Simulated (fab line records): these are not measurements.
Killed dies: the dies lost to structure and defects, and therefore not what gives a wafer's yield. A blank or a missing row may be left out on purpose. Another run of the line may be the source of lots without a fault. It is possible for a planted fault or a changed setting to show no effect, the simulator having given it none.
Chamber matching || flow n5 finfet || N5_BEOL_M1_ETCH_63 on rie diel-02: 4 sister chambers
The step etches SiARC in CF4, target depth 15.6 nm, time 26 s. 14 wafers are shown with their chamber, then 7 later ones without.

## WAFERS WITH THEIR CHAMBER
{"wafer": "L074.4", "chamber": 2, "drypump motor current A (A)": 5.8, "showerhead plenum p Torr (Torr)": 2.21, "throttle valve pct (%)": 15.71}
{"wafer": "L074.5", "chamber": 1, "drypump motor current A (A)": 5.2, "showerhead plenum p Torr (Torr)": 2.06, "throttle valve pct (%)": 15.26}
{"wafer": "L074.6", "chamber": 0, "drypump motor current A (A)": 5.9, "showerhead plenum p Torr (Torr)": 2.03, "throttle valve pct (%)": 16.08}
{"wafer": "L076.3", "chamber": 1, "drypump motor current A (A)": 5.2, "showerhead plenum p Torr (Torr)": 2.06, "throttle valve pct (%)": 15.27}
{"wafer": "L076.4", "chamber": 3, "drypump motor current A (A)": 6.4, "showerhead plenum p Torr (Torr)": 2.12, "throttle valve pct (%)": 15.68}
{"wafer": "L076.5", "chamber": 2, "drypump motor current A (A)": 5.8, "showerhead plenum p Torr (Torr)": 2.21, "throttle valve pct (%)": 15.71}
{"wafer": "L079.3", "chamber": 0, "drypump motor current A (A)": 5.9, "showerhead plenum p Torr (Torr)": 2.03, "throttle valve pct (%)": 16.12}
{"wafer": "L079.4", "chamber": 2, "drypump motor current A (A)": 5.8, "showerhead plenum p Torr (Torr)": 2.21, "throttle valve pct (%)": 15.73}
{"wafer": "L079.6", "chamber": 3, "drypump motor current A (A)": 6.4, "showerhead plenum p Torr (Torr)": 2.12, "throttle valve pct (%)": 15.68}
{"wafer": "L080.1", "chamber": 0, "drypump motor current A (A)": 5.9, "showerhead plenum p Torr (Torr)": 2.03, "throttle valve pct (%)": 16.11}
{"wafer": "L080.4", "chamber": 1, "drypump motor current A (A)": 5.2, "showerhead plenum p Torr (Torr)": 2.05, "throttle valve pct (%)": 15.30}
{"wafer": "L080.5", "chamber": 1, "drypump motor current A (A)": 5.1, "showerhead plenum p Torr (Torr)": 2.05, "throttle valve pct (%)": 15.28}
{"wafer": "L081.1", "chamber": 3, "drypump motor current A (A)": 6.4, "showerhead plenum p Torr (Torr)": 2.11, "throttle valve pct (%)": 15.70}
{"wafer": "L081.3", "chamber": 2, "drypump motor current A (A)": 5.8, "showerhead plenum p Torr (Torr)": 2.21, "throttle valve pct (%)": 15.72}

SIGNATURES (means of the wafers above)
{"reading": "drypump motor current A", "chamber 0": 5.900, "chamber 1": 5.175, "chamber 2": 5.800, "chamber 3": 6.400, "scatter within a chamber": 0.0274}
{"reading": "showerhead plenum p Torr", "chamber 0": 2.0300, "chamber 1": 2.0550, "chamber 2": 2.2100, "chamber 3": 2.1167, "scatter within a chamber": 0.00408}
{"reading": "throttle valve pct", "chamber 0": 16.1033, "chamber 1": 15.2775, "chamber 2": 15.7175, "chamber 3": 15.6867, "scatter within a chamber": 0.0151}
Rule: a wafer's distance from a chamber is the root of the sum, over the readings, of the square of ((its reading less the chamber's mean) divided by the reading's scatter). The wafer belongs to the nearest chamber; if the next one is less than 2 further off, it can't be placed. The scatter is the square root of a quotient: the sum, over the shown wafers, of each reading's squared deviation from its chamber's mean, divided by wafers minus chambers.

## WAFERS WHOSE CHAMBER IS MISSING
{"wafer": "L081.5", "drypump motor current A (A)": 5.8, "showerhead plenum p Torr (Torr)": 2.21, "throttle valve pct (%)": 15.73}
{"wafer": "L087.2", "drypump motor current A (A)": 5.8, "showerhead plenum p Torr (Torr)": 2.20, "throttle valve pct (%)": 15.76}
{"wafer": "L087.5", "drypump motor current A (A)": 6.4, "showerhead plenum p Torr (Torr)": 2.11, "throttle valve pct (%)": 15.73}
{"wafer": "L087.6", "drypump motor current A (A)": 5.8, "showerhead plenum p Torr (Torr)": 2.20, "throttle valve pct (%)": 15.76}
{"wafer": "L094.1", "drypump motor current A (A)": 5.2, "showerhead plenum p Torr (Torr)": 2.04, "throttle valve pct (%)": 15.35}
{"wafer": "L094.2", "drypump motor current A (A)": 6.4, "showerhead plenum p Torr (Torr)": 2.10, "throttle valve pct (%)": 15.76}
{"wafer": "L094.6", "drypump motor current A (A)": 5.8, "showerhead plenum p Torr (Torr)": 2.20, "throttle valve pct (%)": 15.78}

## EACH ONE'S CHAMBER
{"wafer": "L081.5", "from the rows above": 2, "in truth": 2}
{"wafer": "L087.2", "from the rows above": 2, "in truth": 2}
{"wafer": "L087.5", "from the rows above": 3, "in truth": 3}
{"wafer": "L087.6", "from the rows above": 2, "in truth": 2}
{"wafer": "L094.1", "from the rows above": 1, "in truth": 1}
{"wafer": "L094.2", "from the rows above": 3, "in truth": 3}
{"wafer": "L094.6", "from the rows above": 2, "in truth": 2}
Placed correctly: 7 of 7. Not placeable from these rows: 0. Wrongly placed: 0.
